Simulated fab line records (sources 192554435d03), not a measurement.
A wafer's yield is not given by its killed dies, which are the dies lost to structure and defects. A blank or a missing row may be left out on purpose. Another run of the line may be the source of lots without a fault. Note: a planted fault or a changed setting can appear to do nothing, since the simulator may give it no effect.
Chamber matching | flow n5Finfet | 4 sister chambers for N5_BEOL_M1_DESCUM_33 on rieDiel-03
The step chemistry O2, time 7 s. 16 wafers are shown with their chamber, then 8 later ones without.

== WAFERS WITH THEIR CHAMBER ==
wafer  | chamber | showerheadPlenumPTorr (Torr) | drypumpMotorCurrentA (A) | throttleValvePct (%)
L074.3 | 0       | 2.02                         | 5.71                     | 20.53
L074.4 | 3       | 2.17                         | 5.83                     | 20.40
L074.5 | 2       | 2.10                         | 6.03                     | 20.23
L077.1 | 2       | 2.10                         | 6.06                     | 20.22
L077.2 | 3       | 2.17                         | 5.85                     | 20.38
L077.5 | 3       | 2.17                         | 5.85                     | 20.40
L078.1 | 3       | 2.17                         | 5.84                     | 20.40
L078.2 | 2       | 2.10                         | 6.02                     | 20.22
L078.6 | 0       | 2.01                         | 5.73                     | 20.54
L079.1 | 2       | 2.10                         | 6.05                     | 20.24
L079.4 | 0       | 2.01                         | 5.76                     | 20.55
L079.5 | 0       | 2.01                         | 5.71                     | 20.55
L084.2 | 2       | 2.10                         | 6.05                     | 20.25
L084.3 | 1       | 2.06                         | 5.46                     | 20.66
L084.6 | 0       | 2.01                         | 5.72                     | 20.56
L093.3 | 2       | 2.09                         | 6.01                     | 20.28

SIGNATURES, as means of the wafers listed above
reading               | chamber 0 | chamber 1 | chamber 2 | chamber 3 | scatter within a chamber
showerheadPlenumPTorr | 2.0120    | 2.0600    | 2.0983    | 2.1700    | 0.00369
drypumpMotorCurrentA  | 5.7260    | 5.4600    | 6.0367    | 5.8425    | 0.0181
throttleValvePct      | 20.5460   | 20.6600   | 20.2400   | 20.3950   | 0.0169
Rule: a wafer lies at a distance from a chamber equal to the root of the sum of squares, over the readings, of (its reading less the chamber's mean, divided by the reading's scatter). If the next closest chamber is less than 2 further off than the closest, the wafer can't be placed; otherwise it belongs to the closest. How the scatter is found: for the shown wafers, subtract from each reading the mean of its chamber, square and add these, divide the total by (wafers less chambers), then take the root.

== WAFERS WITH NO CHAMBER GIVEN ==
wafer  | showerheadPlenumPTorr (Torr) | drypumpMotorCurrentA (A) | throttleValvePct (%)
L093.5 | 2.16                         | 5.84                     | 20.46
L093.6 | 2.05                         | 5.45                     | 20.71
L094.1 | 2.16                         | 5.86                     | 20.47
L094.3 | 2.05                         | 5.46                     | 20.70
L094.5 | 2.05                         | 5.46                     | 20.71
L096.3 | 2.09                         | 6.04                     | 20.26
L096.5 | 2.09                         | 6.01                     | 20.26
L096.6 | 2.05                         | 5.48                     | 20.71

== WHICH CHAMBER EACH ONE RAN IN ==
wafer  | from the rows above | in truth
L093.5 | 3                   | 3
L093.6 | 1                   | 1
L094.1 | 3                   | 3
L094.3 | 1                   | 1
L094.5 | 1                   | 1
L096.3 | 2                   | 2
L096.5 | 2                   | 2
L096.6 | 1                   | 1
Placed correctly: 8 of 8. Left unplaced by these rows: 0. Wrongly placed: 0.
